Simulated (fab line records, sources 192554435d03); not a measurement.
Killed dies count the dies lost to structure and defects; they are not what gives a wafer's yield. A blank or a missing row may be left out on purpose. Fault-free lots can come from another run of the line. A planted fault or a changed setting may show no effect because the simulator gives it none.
Matching of chambers / flow n5_finfet / cvd_co-01 running N5_BEOL_M0_CO_CAP_123: 3 sister chambers
The step material Co, precursor CCTBA/H2, target thk 2 nm, time 102.1 s. 3 wafers are shown with their chamber, then 12 later ones without.

== WAFERS, EACH WITH ITS CHAMBER ==
wafer=L086.1; chamber=0; heater_power_w (W)=215
wafer=L091.3; chamber=2; heater_power_w (W)=232
wafer=L091.4; chamber=1; heater_power_w (W)=201

== WAFERS WITH NO CHAMBER GIVEN ==
wafer=L092.2; heater_power_w (W)=200
wafer=L092.4; heater_power_w (W)=203
wafer=L092.6; heater_power_w (W)=226
wafer=L094.2; heater_power_w (W)=222
wafer=L094.3; heater_power_w (W)=208
wafer=L094.5; heater_power_w (W)=199
wafer=L095.1; heater_power_w (W)=197
wafer=L095.2; heater_power_w (W)=212
wafer=L095.4; heater_power_w (W)=233
wafer=L096.2; heater_power_w (W)=212
wafer=L096.3; heater_power_w (W)=198
wafer=L096.4; heater_power_w (W)=213

== THE CHAMBER EACH PASSED THROUGH ==
wafer=L092.2; from the rows above=1; in truth=1
wafer=L092.4; from the rows above=1; in truth=1
wafer=L092.6; from the rows above=can't be placed: 2 or 0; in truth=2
wafer=L094.2; from the rows above=can't be placed: 0 or 2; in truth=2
wafer=L094.3; from the rows above=can't be placed: 0 or 1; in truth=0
wafer=L094.5; from the rows above=1; in truth=1
wafer=L095.1; from the rows above=1; in truth=1
wafer=L095.2; from the rows above=0; in truth=0
wafer=L095.4; from the rows above=2; in truth=2
wafer=L096.2; from the rows above=0; in truth=0
wafer=L096.3; from the rows above=1; in truth=1
wafer=L096.4; from the rows above=0; in truth=0
Placed correctly: 9 of 12. Not placeable from these rows: 3 (in 3, the candidates include the true chamber). Wrongly placed: 0.
How it was worked out, from the rows above alone: a wafer's distance from a chamber is the root of the sum, over the readings, of the square of ((its reading less the chamber's mean) divided by the reading's scatter). The wafer belongs to the nearest chamber; if the next one is less than 2 further off, it can't be placed. Each chamber's mean is taken over the wafers shown for it. The scatter: root of mean squared gap, hidden wafer to nearest shown wafer, with one shown wafer a chamber.
